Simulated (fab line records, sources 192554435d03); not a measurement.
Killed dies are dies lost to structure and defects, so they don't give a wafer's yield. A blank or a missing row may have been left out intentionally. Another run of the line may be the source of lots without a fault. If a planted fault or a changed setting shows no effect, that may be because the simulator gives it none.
One fault seen from 3 desks ; flow n5-finfet ; every desk sees just its own numbers, and what lay behind them comes last

## TOOL OWNER'S DESK, rie-diel-04
The tool's own readings at N5_BEOL_M0_SAQP_DESCUM_19 (chemistry O2, time 7.9 s): means of the sampled wafers that have a number, for each lot that ran on this tool. Marked OUT: a lot whose mean sits more than 4 standard deviations from the usual mean, which makes it out of limits; the brackets give that distance.
Columns: A = drypump-motor-current-A at N5_BEOL_M0_SAQP_DESCUM_19, usual 5.6 A; B = o2-flow-sccm at N5_BEOL_M0_SAQP_DESCUM_19, usual 225.0 sccm; C = oes-product-au at N5_BEOL_M0_SAQP_DESCUM_19, usual 0.79 a.u.; D = rf-vpp-V at N5_BEOL_M0_SAQP_DESCUM_19, usual 242.8 V; E = showerhead-plenum-p-Torr at N5_BEOL_M0_SAQP_DESCUM_19, usual 2.08 Torr; F = throttle-valve-pct at N5_BEOL_M0_SAQP_DESCUM_19, usual 20.53 %
lot;first seen here;A;B;C;D;E;F
L689;day 7 14:33;5.2;224.8;0.80;242.8;2.06;20.45
L691;day 8 06:07;5.5;224.9;0.78;241.8;2.03;20.74
L692;day 8 12:56;5.2;225.4;0.88;242.2;2.06;20.54
L704;day 11 10:50;5.2;225.5;0.74;243.5;2.06;20.44
This desk found nothing out of limits on any of the 4 lots.

## THE DEFECT DESK
Per lot, the means of the sampled wafers with a number show what the inspections along the route counted. Marked OUT: a lot whose mean sits more than 4 standard deviations from the usual mean, which makes it out of limits; the brackets give that distance.
Columns: A = raw-defect-count at N5_BEOL_M0_SAQP_INSPECT_16, usual 548
lot;first seen here;A
L686;day 6 17:38;462
L689;day 7 14:31;383
L691;day 8 06:05;690
L692;day 8 12:55;374
L697;day 9 14:50;517
L702;day 10 18:03;534
L704;day 11 09:46;419
This desk found nothing out of limits on any of the 7 lots.

## THE METROLOGY DESK
Means of the sampled wafers that have a number, per lot and without regard to the tool the lot ran on: this is what the gauges read. Marked OUT: a lot whose mean sits more than 4 standard deviations from the usual mean, which makes it out of limits; the brackets give that distance. Only the readings that lie furthest out on some lot appear, 7 of the 12 it has.
Columns: A = M0_CORE_OVL at N5_BEOL_M0_SAQP_OVL_MEAS_15, usual -0.4 nm; B = DIBL_P at N5_BEOL_M4_RC_MEAS_101, usual 36.2 mV/V; C = IOFF_P at N5_BEOL_M4_RC_MEAS_101, usual 0.21 nA/um; D = ION_N at N5_BEOL_M4_RC_MEAS_101, usual 671 uA/um; E = ION_P at N5_BEOL_M4_RC_MEAS_101, usual 461 uA/um; F = VT_N at N5_BEOL_M4_RC_MEAS_101, usual 251 mV; G = VT_P at N5_BEOL_M4_RC_MEAS_101, usual -250 mV
lot;first seen here;A;B;C;D;E;F;G
L686;day 6 17:35;-1.0;37.5;0.22;685;469;248;-250
L689;day 7 14:28;0.4;32.0;0.14;646;442;258;-259
L691;day 8 06:02;-0.6;33.1;0.18;664;462;252;-250
L692;day 8 12:52;-0.9;34.2;0.17;666;454;254;-253
L697;day 9 14:47;0.3;37.4;0.23;690;467;248;-250
L702;day 10 18:00;-0.2;36.1;0.24;679;469;246;-246
L704;day 11 09:42;-1.6;32.9;0.14;653;449;258;-259
This desk found nothing out of limits on any of the 7 lots.

## ALL TOGETHER
The tool owner's desk saw nothing out of limits.
Nothing the defect desk looked at was out of limits.
Nothing out of limits was seen by the metrology desk.

## WHAT THE SIMULATOR HAD PUT IN
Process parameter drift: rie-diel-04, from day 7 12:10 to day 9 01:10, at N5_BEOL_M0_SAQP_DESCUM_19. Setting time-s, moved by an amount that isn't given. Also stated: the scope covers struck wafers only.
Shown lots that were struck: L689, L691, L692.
